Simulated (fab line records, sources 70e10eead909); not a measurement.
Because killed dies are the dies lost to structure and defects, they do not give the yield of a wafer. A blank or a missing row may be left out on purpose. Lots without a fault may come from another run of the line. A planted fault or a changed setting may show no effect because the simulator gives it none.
Matching of chambers	flow nand-harc	rie-diel-02 running NHARC_P_BONDPAD_STRIP_15: 4 sister chambers
The step strips in O2. 27 wafers are shown with their chamber, then 12 later ones without.

## WAFERS WITH THEIR CHAMBER
wafer	chamber	showerhead-plenum-p-Torr (Torr)	drypump-motor-current-A (A)	rf-vpp-V (V)
L074.1	0	3.57	6.0	58.0
L074.3	2	3.48	5.1	58.9
L074.6	1	3.42	6.5	56.5
L078.2	0	3.57	6.0	56.9
L078.3	1	3.42	6.5	58.0
L078.5	2	3.48	5.1	57.1
L081.1	2	3.47	5.1	57.5
L081.2	1	3.42	6.5	57.5
L081.5	2	3.47	5.1	57.3
L084.1	0	3.56	6.0	58.2
L084.4	1	3.42	6.5	56.7
L084.5	1	3.42	6.5	58.4
L085.2	2	3.47	5.1	57.3
L085.5	2	3.47	5.1	57.7
L085.6	1	3.42	6.5	56.4
L086.2	2	3.47	5.2	58.5
L086.4	1	3.42	6.5	58.2
L086.5	0	3.56	6.0	58.6
L087.2	3	3.72	5.8	58.3
L087.3	0	3.56	6.0	58.7
L087.4	1	3.42	6.5	57.4
L089.1	3	3.72	5.7	58.2
L089.3	2	3.47	5.1	56.4
L089.4	1	3.42	6.5	55.9
L092.2	3	3.72	5.8	58.4
L092.4	3	3.72	5.7	58.1
L092.6	2	3.47	5.1	57.1

SIGNATURES, as means of the wafers listed above
reading	chamber 0	chamber 1	chamber 2	chamber 3	scatter within a chamber
showerhead-plenum-p-Torr	3.5640	3.4200	3.4722	3.7200	0.00346
drypump-motor-current-A	6.000	6.500	5.111	5.750	0.0287
rf-vpp-V	58.080	57.222	57.533	58.250	0.752
Rule: a wafer lies at a distance from a chamber equal to the root of the sum of squares, over the readings, of (its reading less the chamber's mean, divided by the reading's scatter). If the next closest chamber is less than 2 further off than the closest, the wafer can't be placed; otherwise it belongs to the closest. The scatter: the root of (the sum of the squares of (reading less its chamber's mean) over the shown wafers, divided by (wafers less chambers)).

## WAFERS MISSING THEIR CHAMBER
wafer	showerhead-plenum-p-Torr (Torr)	drypump-motor-current-A (A)	rf-vpp-V (V)
L094.2	3.56	6.0	58.6
L094.5	3.72	5.7	58.5
L094.6	3.47	5.2	59.6
L095.1	3.56	6.0	59.6
L095.4	3.72	5.7	59.1
L095.5	3.41	6.5	57.2
L096.1	3.41	6.5	58.5
L096.5	3.56	6.0	58.8
L096.6	3.72	5.7	58.3
L097.1	3.72	5.8	58.1
L097.2	3.47	5.1	56.8
L097.6	3.72	5.7	57.3

## WHICH CHAMBER EACH WENT THROUGH
wafer	from the rows above	in truth
L094.2	0	0
L094.5	3	3
L094.6	2	2
L095.1	0	0
L095.4	3	3
L095.5	1	1
L096.1	1	1
L096.5	0	0
L096.6	3	3
L097.1	3	3
L097.2	2	2
L097.6	3	3
12 of 12 placed correctly. Can't be placed from these rows: 0. Placed wrongly: 0.
